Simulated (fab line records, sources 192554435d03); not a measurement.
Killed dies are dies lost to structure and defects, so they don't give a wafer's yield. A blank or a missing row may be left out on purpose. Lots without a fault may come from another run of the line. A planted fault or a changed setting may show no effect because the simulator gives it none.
fab line records | flow n5_finfet
record lots=7 wafers=21
route steps=1938 shown BEOL_M4@1031 BEOL_M5@1117 BEOL_M6@1198
start_h: hours from the record's first day to the start of the lot's first wafer shown | wait_h: hours since the lot's step before | " the same as in the row above | L1.1+2: a row that stands for several wafers | - no value, or no start given | * or withheld: withheld | < > ~ a bound
route shown NAME@n: a module of which the file shows steps, and the number in the route of the first | usual: mean/standard deviation of fault-free wafers | same: alike in all rows | chamber/n: place in a boat | sites: the reading at each site | _std_site: their standard deviation | _edge_site: outer sites' mean less inner sites' | radius_mm: how far each site lies from the wafer's centre | mask NAME#n: copy n | behind: the tool/chamber that last shaped the wafer | hold: why the lot was held/for how many hours/how that ended | device: the transistor (n, p or np) that didn't switch | end of line: the same wafers' tests at the end of the route | a step without rows: its recipe alone | killed: dies lost to structure and defects at the first sort, not the wafer's yield | map: a wafer's dies, x killed, . not, _ none there
set.NAME: the setting as run; set.NAME@STEP: as run at that earlier step | model.NAME: the simulator's own value behind a step, which no gauge read
lots whose settings were changed on purpose; a table a step, a row a wafer
## steps
# step N5_BEOL_M4_EXPOSE_08
# recipe mask_id=M4 na=0.33 source_shape=dipole sigma_inner=0.369 sigma_outer=0.767 polarization=unpolarized dose_mj=41.25
# columns lot.wafer tool chamber start_h wait_h mask set.dose_mj
L078.1+2+3 euv_scanner-01 0 178.22 - M4#0 41.25
L081.1+5 euv_scanner-01 0 199.70 - M4#0 41.25
L081.4 " 0 " " M4#0 39.62
L082.1+2+3 euv_scanner-02 0 212.61 - M4#0 39.98
L083.3+4+6 euv_scanner-02 0 215.68 - M4#0 41.25
L090.1+3 euv_scanner-02 0 267.66 - M4#0 40.07
L090.6 " 0 " " M4#0 41.25
L093.1 euv_scanner-02 0 274.75 - M4#0 41.25
L093.4+6 " 0 " " M4#0 40.17
L095.2+3+5 euv_scanner-02 0 284.41 - M4#0 38.41
# step N5_BEOL_M4_PEB_09
# recipe peb_temp_c=100 peb_time_s=60 resist=CAR-EUV
# step N5_BEOL_M4_DEVELOP_10
# recipe develop_time_s=30 developer=TMAH resist=CAR-EUV rinse_liquid=surfactant_rinse dry=air_spin dev_temp_c=23
# step N5_BEOL_M4_DESCUM_16
# recipe chemistry=O2 time_s=7 source_power_w=50 bias_power_w=20 pressure_mtorr=20 rf_frequency_hz=2.712e+07 temp_c=40 resist=CAR-EUV o2_flow_sccm=225
# step N5_BEOL_M4_ETCH_74
# recipe chemistry=N2/H2 target=underlayer target_depth_a=65 mask_material=CAR-EUV time_s=5.2 ion_energy_ev=200 pressure_mtorr=30 source_w=840 bias_w=150 n2_flow_sccm=200 h2_flow_sccm=200 ends=cleared
# step N5_BEOL_M4_ETCH_63
# recipe chemistry=CF4 target=SiARC target_depth_a=156 mask_material=CAR-EUV time_s=26 ion_energy_ev=80 pressure_mtorr=40 source_w=545 bias_w=36 Ar_flow_sccm=100 cf4_flow_sccm=100 ends=cleared
# columns lot.wafer tool chamber start_h wait_h set.dose_mj@BEOL_M4_EXPOSE_08 model.BEOL_M4.cd_offset_nm
L078.1 rie_diel-06 0 178.52 0.0 41.25 0.6
L078.2 " 3 " " 41.25 0.2
L078.3 " 2 " " 41.25 0.4
L081.1+5 rie_diel-03 2,0 200.00 0.0 41.25 0.2
L081.4 " 1 " " 39.62 -0.8
L082.1 rie_diel-04 1 213.09 0.0 39.98 -0.4
L082.2 " 3 " " 39.98 -0.6
L082.3 " 2 " " 39.98 -0.2
L083.3+4 rie_diel-06 1,2 215.97 0.0 41.25 -0.2
L083.6 " 3 " " 41.25 0
L090.1+3 rie_diel-04 1,0 267.99 0.0 40.07 -0.6
L090.6 " 0 " " 41.25 -0.2
L093.1 rie_diel-06 2 275.06 0.0 41.25 -0.2
L093.4+6 " 3,1 " " 40.17 -0.6
L095.2 rie_diel-03 2 284.71 0.0 38.41 -1.8
L095.3+5 " 1,3 " " 38.41 -1.6
# step N5_BEOL_M4_COAT_67
# recipe resist=SOC temp_c=250 time_s=60 spin_rpm=1500 resist_thk_nm=60
# columns lot.wafer tool chamber start_h wait_h set.spin_rpm model.SOC_of_BEOL_M4_COAT_67.thk_nm
L078.1 litho_track-05 0 178.94 0.0 1500 59.8
L078.2 " 0 " " 1500 60.2
L078.3 " 0 " " 1500 60
L081.1 litho_track-05 0 200.42 0.0 1500 60.2
L081.4 " 0 " " 1453 61.2
L081.5 " 0 " " 1500 60.4
L082.1+2+3 litho_track-01 0 213.51 0.0 1500 60
L083.3 litho_track-03 0 216.49 0.0 1500 60
L083.4 " 0 " " 1500 59.8
L083.6 " 0 " " 1437 61.2
L090.1 litho_track-01 0 268.56 0.0 1423 61.2
L090.3 " 0 " " 1423 61.4
L090.6 " 0 " " 1500 59.8
L093.1 litho_track-03 0 275.48 0.0 1500 59.8
L093.4 " 0 " " 1500 60
L093.6 " 0 " " 1612 58
L095.2+3+5 litho_track-01 0 285.24 0.0 1500 60
# step N5_BEOL_M4_COAT_22
# recipe resist=CAR-EUV spin_rpm=1500 resist_thk_nm=30
# columns lot.wafer tool chamber start_h wait_h set.spin_rpm model.CAR-EUV_of_BEOL_M4_COAT_22.thk_nm
L078.1+2+3 litho_track-05 0 - - 1500 30
L081.1 litho_track-05 0 - - 1378 31.2
L081.4 " 0 " " 1378 31.4
L081.5 " 0 " " 1500 30
L082.1 litho_track-01 0 - - 1609 29
L082.2+3 " 0 " " 1500 30
L083.3 litho_track-03 0 - - 1599 29
L083.4+6 " 0 " " 1500 30
L090.1+3 litho_track-01 0 - - 1667 28.6
L090.6 " 0 " " 1667 28.4
L093.1+6 litho_track-03 0 - - 1500 30
L093.4 " 0 " " 1350 31.8
L095.2+5 litho_track-01 0 - - 1500 29.8
L095.3 " 0 " " 1500 30
# step N5_BEOL_M4_EBR_24
# recipe solvent=PGMEA ebr_width_mm=1.5
# step N5_BEOL_M4_SOFTBAKE_23
# recipe temp_c=110 time_s=60 resist=CAR-EUV
# step N5_BEOL_M4_EXPOSE_25
# recipe mask_id=V3 na=0.33 source_shape=quasar sigma_inner=0.2 sigma_outer=0.8 polarization=unpolarized defocus_nm=5 dose_mj=63
# step N5_BEOL_M4_PEB_26
# recipe peb_temp_c=100 peb_time_s=60 resist=CAR-EUV
# step N5_BEOL_M4_DEVELOP_27
# recipe develop_time_s=30 developer=TMAH resist=CAR-EUV rinse_liquid=surfactant_rinse dry=air_spin dev_temp_c=23
# columns lot.wafer tool chamber start_h wait_h set.spin_rpm@BEOL_M4_COAT_22 model.CAR-EUV_of_BEOL_M4_COAT_22.thk_nm
L078.1+2+3 litho_track-03 0 - - 1500 29.6
L081.1+4 litho_track-05 0 - - 1378 30.8
L081.5 " 0 " " 1500 29.6
L082.1 litho_track-05 0 - - 1609 28.6
L082.2+3 " 0 " " 1500 29.6
L083.3 litho_track-05 0 - - 1599 28.6
L083.4 " 0 " " 1500 29.4
L083.6 " 0 " " 1500 29.6
L090.1+6 litho_track-05 0 - - 1667 28
L090.3 " 0 " " 1667 28.2
L093.1+6 litho_track-03 0 - - 1500 29.6
L093.4 " 0 " " 1350 31.2
L095.2+5 litho_track-01 0 - - 1500 29.4
L095.3 " 0 " " 1500 29.6
# step N5_BEOL_M4_ALD_98
# recipe material=SiO2 target_thk_a=25 temp_c=100 ald_precursor_family=BDEAS ald_co_reactant=O2-plasma pulse_time_s=1 co_reactant_pulse_time_s=1 purge_time_s=2 co_reactant_purge_time_s=2 ald_cycles=17 pressure_torr=2
# step N5_BEOL_M4_ETCHBACK_99
# recipe chemistry=CHF3 target=SiO2 target_depth_a=50 time_s=10.4 source_w=215 bias_w=47 Ar_flow_sccm=200 CHF3_flow_sccm=12 ion_energy_ev=100 pressure_mtorr=30
# step N5_BEOL_M4_ETCH_70
# recipe chemistry=N2/H2 target=SOC target_depth_a=800 overetch_a=240 mask_material=SiARC temp_c=40 time_s=130 ion_energy_ev=200 pressure_mtorr=30 source_w=840 bias_w=150 n2_flow_sccm=200 h2_flow_sccm=200
# columns lot.wafer tool chamber start_h wait_h set.spin_rpm@BEOL_M4_COAT_67 model.etch.depth_nm
L078.1 rie_diel-04 1 183.52 0.0 1500 59.76
L078.2 " 3 " " 1500 60.1
L078.3 " 0 " " 1500 60
L081.1 rie_diel-06 1 206.88 0.0 1500 60.14
L081.4 " 2 " " 1453 61.26
L081.5 " 1 " " 1500 60.36
L082.1 rie_diel-06 0 214.75 0.0 1500 59.96
L082.2 " 1 " " 1500 59.97
L082.3 " 3 " " 1500 60.05
L083.3 rie_diel-03 0 217.58 0.0 1500 59.92
L083.4 " 3 " " 1500 59.73
L083.6 " 0 " " 1437 61.27
L090.1 rie_diel-06 2 269.55 0.0 1423 61.25
L090.3 " 0 " " 1423 61.41
L090.6 " 2 " " 1500 59.77
L093.1 rie_diel-03 0 278.35 0.0 1500 59.9
L093.4 " 1 " " 1500 59.93
L093.6 " 3 " " 1612 58.01
L095.2 rie_diel-03 2 294.18 0.0 1500 59.95
L095.3 " 0 " " 1500 59.93
L095.5 " 1 " " 1500 59.98
# step N5_BEOL_M4_STRIP_71
# recipe chemistry=N2/H2 temp_c=40 n2_flow_sccm=200 h2_flow_sccm=200 rf_frequency_hz=6e+07
# step N5_BEOL_M4_STRIP_78
# recipe chemistry=N2/H2 temp_c=40 n2_flow_sccm=200 h2_flow_sccm=200 rf_frequency_hz=6e+07
# step N5_BEOL_M4_VIA_ETCH_34
# recipe chemistry=C4F6/O2 target_depth_a=694 mask_material=SOC pressure_mtorr=15 ion_energy_ev=250 taper_deg=4 time_s=65.9 source_w=350 bias_w=170 Ar_flow_sccm=300 C4F6_flow_sccm=10 O2_flow_sccm=10
# columns lot.wafer tool chamber start_h wait_h set.spin_rpm@BEOL_M4_COAT_67 model.SOC_of_BEOL_M4_COAT_67.thk_nm
L078.1 rie_diel-04 1 183.63 0.0 1500 51.8
L078.2 " 3 " " 1500 52
L078.3 " 0 " " 1500 52.2
L081.1 rie_diel-06 1 206.98 0.0 1500 52
L081.4 " 2 " " 1453 53.2
L081.5 " 1 " " 1500 52.2
L082.1 rie_diel-06 0 214.86 0.0 1500 52
L082.2 " 1 " " 1500 51.8
L082.3 " 3 " " 1500 52.2
L083.3 rie_diel-03 0 217.69 0.0 1500 51.8
L083.4 " 3 " " 1500 51.6
L083.6 " 0 " " 1437 53
L090.1 rie_diel-06 2 269.65 0.0 1423 53
L090.3 " 0 " " 1423 53.4
L090.6 " 2 " " 1500 51.6
L093.1 rie_diel-03 0 278.45 0.0 1500 51.8
L093.4 " 1 " " 1500 52
L093.6 " 3 " " 1612 49.8
L095.2 rie_diel-03 2 294.28 0.0 1500 51.6
L095.3 " 0 " " 1500 51.8
L095.5 " 1 " " 1500 52
# step N5_BEOL_M5_COAT_59
# recipe resist=SOC temp_c=250 time_s=60 spin_rpm=1500 resist_thk_nm=60
# columns lot.wafer tool chamber start_h wait_h set.spin_rpm model.SOC_of_BEOL_M5_COAT_59.thk_nm
L078.1+2 litho_track-04 0 191.91 0.1 1500 60.2
L078.3 " 0 " " 1500 60
L081.1+4 litho_track-02 0 215.33 0.1 1500 59.6
L081.5 " 0 " " 1500 59.8
L082.1+3 litho_track-01 0 223.34 0.1 1500 60
L082.2 " 0 " " 1369 63
L083.3 litho_track-02 0 224.18 0.1 1500 60
L083.4 " 0 " " 1500 60.2
L083.6 " 0 " " 1500 59.8
L090.1+3+6 litho_track-02 0 278.44 0.1 1500 60
L093.1+4 litho_track-04 0 285.52 0.1 1500 60
L093.6 " 0 " " 1500 60.4
L095.2 litho_track-01 0 301.66 0.1 1414 61.6
L095.3 " 0 " " 1500 60
L095.5 " 0 " " 1414 62
# step N5_BEOL_M5_COAT_05
# recipe resist=CAR-EUV spin_rpm=1500 resist_thk_nm=30
# columns lot.wafer tool chamber start_h wait_h set.spin_rpm model.CAR-EUV_of_BEOL_M5_COAT_05.thk_nm
L078.1 litho_track-04 0 - - 1500 30.2
L078.2+3 " 0 " " 1500 30
L081.1 litho_track-02 0 - - 1500 30
L081.4 " 0 " " 1451 30.4
L081.5 " 0 " " 1451 30.6
L082.1+2 litho_track-01 0 - - 1500 30
L082.3 " 0 " " 1582 29.4
L083.3+4+6 litho_track-02 0 - - 1500 30
L090.1 litho_track-02 0 - - 1500 30.2
L090.3 " 0 " " 1500 30
L090.6 " 0 " " 1553 29.6
L093.1+6 litho_track-04 0 - - 1500 30
L093.4 " 0 " " 1500 29.8
L095.2 litho_track-01 0 - - 1500 30.2
L095.3 " 0 " " 1596 29
L095.5 " 0 " " 1500 30
# step N5_BEOL_M5_EBR_07
# recipe solvent=PGMEA ebr_width_mm=1.5
# step N5_BEOL_M5_SOFTBAKE_06
# recipe temp_c=110 time_s=60 resist=CAR-EUV
# step N5_BEOL_M5_DESCUM_16
# recipe chemistry=O2 time_s=7 source_power_w=50 bias_power_w=20 pressure_mtorr=20 rf_frequency_hz=2.712e+07 temp_c=40 resist=CAR-EUV o2_flow_sccm=225
# columns lot.wafer tool chamber start_h wait_h set.spin_rpm@BEOL_M5_COAT_05 model.CAR-EUV_of_BEOL_M5_COAT_05.thk_nm
L078.1+3 rie_diel-05 3,0 192.43 0.0 1500 26.2
L078.2 " 1 " " 1500 26
L081.1 rie_diel-02 3 216.01 0.2 1500 26
L081.4 " 1 " " 1451 26.4
L081.5 " 2 " " 1451 26.6
L082.1+2 rie_diel-05 3,1 223.72 0.0 1500 26
L082.3 " 0 " " 1582 25.4
L083.3 rie_diel-02 1 224.69 0.0 1500 26.2
L083.4+6 " 0,2 " " 1500 26
L090.1 rie_diel-05 0 278.96 0.0 1500 26.4
L090.3 " 2 " " 1500 26
L090.6 " 1 " " 1553 25.6
L093.1+4+6 rie_diel-01 0,1,0 285.91 0.0 1500 26
L095.2+5 rie_diel-05 1,3 302.08 0.1 1500 26.2
L095.3 " 3 " " 1596 25.2
# step N5_BEOL_M5_ETCH_72
# recipe chemistry=N2/H2 target=underlayer target_depth_a=65 mask_material=CAR-EUV time_s=5.2 ion_energy_ev=200 pressure_mtorr=30 source_w=840 bias_w=150 n2_flow_sccm=200 h2_flow_sccm=200 ends=cleared
# step N5_BEOL_M5_ETCH_61
# recipe chemistry=CF4 target=SiARC target_depth_a=156 mask_material=CAR-EUV time_s=26 ion_energy_ev=80 pressure_mtorr=40 source_w=545 bias_w=36 Ar_flow_sccm=100 cf4_flow_sccm=100 ends=cleared
# step N5_BEOL_M5_ETCH_62
# recipe chemistry=N2/H2 target=SOC target_depth_a=750 overetch_a=150 mask_material=SiARC temp_c=40 time_s=112.5 ion_energy_ev=200 pressure_mtorr=30 source_w=840 bias_w=150 n2_flow_sccm=200 h2_flow_sccm=200
# columns lot.wafer tool chamber start_h wait_h set.spin_rpm@BEOL_M5_COAT_59 model.etch.depth_nm
L078.1 rie_diel-05 3 192.51 0.0 1500 60.12
L078.2 " 1 " " 1500 60.11
L078.3 " 0 " " 1500 59.94
L081.1 rie_diel-02 3 216.09 0.0 1500 59.69
L081.4 " 1 " " 1500 59.59
L081.5 " 2 " " 1500 59.72
L082.1 rie_diel-05 3 223.80 0.0 1500 60
L082.2 " 1 " " 1369 62.93
L082.3 " 0 " " 1500 60.05
L083.3 rie_diel-02 1 224.77 0.0 1500 60.01
L083.4 " 0 " " 1500 60.12
L083.6 " 2 " " 1500 59.85
L090.1+3 rie_diel-05 0,2 279.04 0.0 1500 60.06
L090.6 " 1 " " 1500 60.07
L093.1 rie_diel-01 0 285.99 0.0 1500 60.07
L093.4 " 1 " " 1500 60.06
L093.6 " 0 " " 1500 60.32
L095.2 rie_diel-05 1 302.16 0.0 1414 61.65
L095.3 " 3 " " 1500 60.05
L095.5 " 3 " " 1414 61.97
# step N5_BEOL_M5_STRIP_63
# recipe chemistry=N2/H2 temp_c=40 n2_flow_sccm=200 h2_flow_sccm=200 rf_frequency_hz=6e+07
# step N5_BEOL_M5_STRIP_73
# recipe chemistry=N2/H2 temp_c=40 n2_flow_sccm=200 h2_flow_sccm=200 rf_frequency_hz=6e+07
# step N5_BEOL_M5_STRIP_64
# recipe chemistry=CF4 resist=SiARC power_w=300 bias_power_w=75 pressure_mtorr=50 cf4_flow_sccm=150 rf_frequency_hz=6e+07
# step N5_BEOL_M5_HM_OPEN_17
# recipe chemistry=Cl2/BCl3 target_depth_a=200 overetch_a=60 target=TiN mask_material=SOC ion_energy_ev=150 pressure_mtorr=10 icp_w=1000 bias_w=126 Cl2_flow_sccm=53.25 bcl3_flow_sccm=21.75 Ar_flow_sccm=25
# columns lot.wafer tool chamber start_h wait_h set.spin_rpm@BEOL_M5_COAT_59 model.SOC_of_BEOL_M5_COAT_59.thk_nm
L078.1 rie_metal-01 1 192.67 0.0 1500 52.2
L078.2+3 " 0 " " 1500 52
L081.1+4 rie_metal-02 1 216.26 0.0 1500 51.8
L081.5 " 1 " " 1500 52
L082.1+3 rie_metal-03 1 223.97 0.0 1500 52.2
L082.2 " 0 " " 1369 54.6
L083.3+6 rie_metal-03 0 224.97 0.1 1500 51.8
L083.4 " 1 " " 1500 52.2
L090.1+3 rie_metal-03 0 279.20 0.0 1500 51.8
L090.6 " 1 " " 1500 52.4
L093.1+4 rie_metal-02 0 286.16 0.0 1500 52.2
L093.6 " 0 " " 1500 52.6
L095.2 rie_metal-02 0 302.33 0.0 1414 53.8
L095.3 " 1 " " 1500 51.8
L095.5 " 0 " " 1414 54.2
# step N5_BEOL_M6_HM_DEP_02
# recipe material=TiN target_thk_a=200 temp_c=25 chamber_pressure_pa=0.49996
# columns lot.wafer tool chamber start_h wait_h set.target_thk_a model.TiN_of_BEOL_M6_HM_DEP_02.thk_nm
L078.1+2 pvd_sputter-02 - 207.31 3.5 200 19.8
L078.3 " - " " 200 20
L081.1 pvd_sputter-03 - 226.85 1.0 221.4 22.4
L081.4 " - " " 200 20.2
L081.5 " - " " 200 20.6
L083.3+6 pvd_sputter-02 - 236.34 1.3 200 20.4
L083.4 " - " " 222 22.2
L082.1 pvd_sputter-02 - 236.64 1.5 215.6 21.8
L082.2 " - " " 200 20.4
L082.3 " - " " 200 20
L090.1 pvd_sputter-03 - 293.04 2.2 224.7 22.6
L090.3 " - " " 200 20.2
L090.6 " - " " 224.7 22
L093.1+4 pvd_sputter-02 - 297.59 1.6 174.5 17.4
L093.6 " - " " 174.5 17.2
L095.2 pvd_sputter-02 - 314.09 1.1 200 20.2
L095.3+5 " - " " 193.2 19.4
## key
split step=N5_BEOL_M4_EXPOSE_08 setting=dose_mj stated=41.25 by=wafer
response step=N5_BEOL_M4_ETCH_63 reading=model.BEOL_M4.cd_offset_nm change=+0.2 per=1% r=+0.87
split step=N5_BEOL_M4_COAT_67 setting=spin_rpm stated=1500 by=wafer
response step=N5_BEOL_M4_COAT_67 reading=model.SOC_of_BEOL_M4_COAT_67.thk_nm change=-0.275 per=1% r=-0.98
response step=N5_BEOL_M4_ETCH_70 reading=model.etch.depth_nm change=-0.287 per=1% r=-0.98
response step=N5_BEOL_M4_VIA_ETCH_34 reading=model.SOC_of_BEOL_M4_COAT_67.thk_nm change=-0.299 per=1% r=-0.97
split step=N5_BEOL_M4_COAT_22 setting=spin_rpm stated=1500 by=wafer
response step=N5_BEOL_M4_COAT_22 reading=model.CAR-EUV_of_BEOL_M4_COAT_22.thk_nm change=-0.162 per=1% r=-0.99
response step=N5_BEOL_M4_DEVELOP_27 reading=model.CAR-EUV_of_BEOL_M4_COAT_22.thk_nm change=-0.148 per=1% r=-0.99
split step=N5_BEOL_M5_COAT_59 setting=spin_rpm stated=1500 by=wafer
response step=N5_BEOL_M5_COAT_59 reading=model.SOC_of_BEOL_M5_COAT_59.thk_nm change=-0.335 per=1% r=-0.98
response step=N5_BEOL_M5_ETCH_62 reading=model.etch.depth_nm change=-0.325 per=1% r=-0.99
response step=N5_BEOL_M5_HM_OPEN_17 reading=model.SOC_of_BEOL_M5_COAT_59.thk_nm change=-0.308 per=1% r=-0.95
split step=N5_BEOL_M5_COAT_05 setting=spin_rpm stated=1500 by=wafer
response step=N5_BEOL_M5_COAT_05 reading=model.CAR-EUV_of_BEOL_M5_COAT_05.thk_nm change=-0.146 per=1% r=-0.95
response step=N5_BEOL_M5_DESCUM_16 reading=model.CAR-EUV_of_BEOL_M5_COAT_05.thk_nm change=-0.143 per=1% r=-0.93
split step=N5_BEOL_M6_HM_DEP_02 setting=target_thk_a stated=200 by=wafer
response step=N5_BEOL_M6_HM_DEP_02 reading=model.TiN_of_BEOL_M6_HM_DEP_02.thk_nm change=+0.179 per=1% r=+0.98
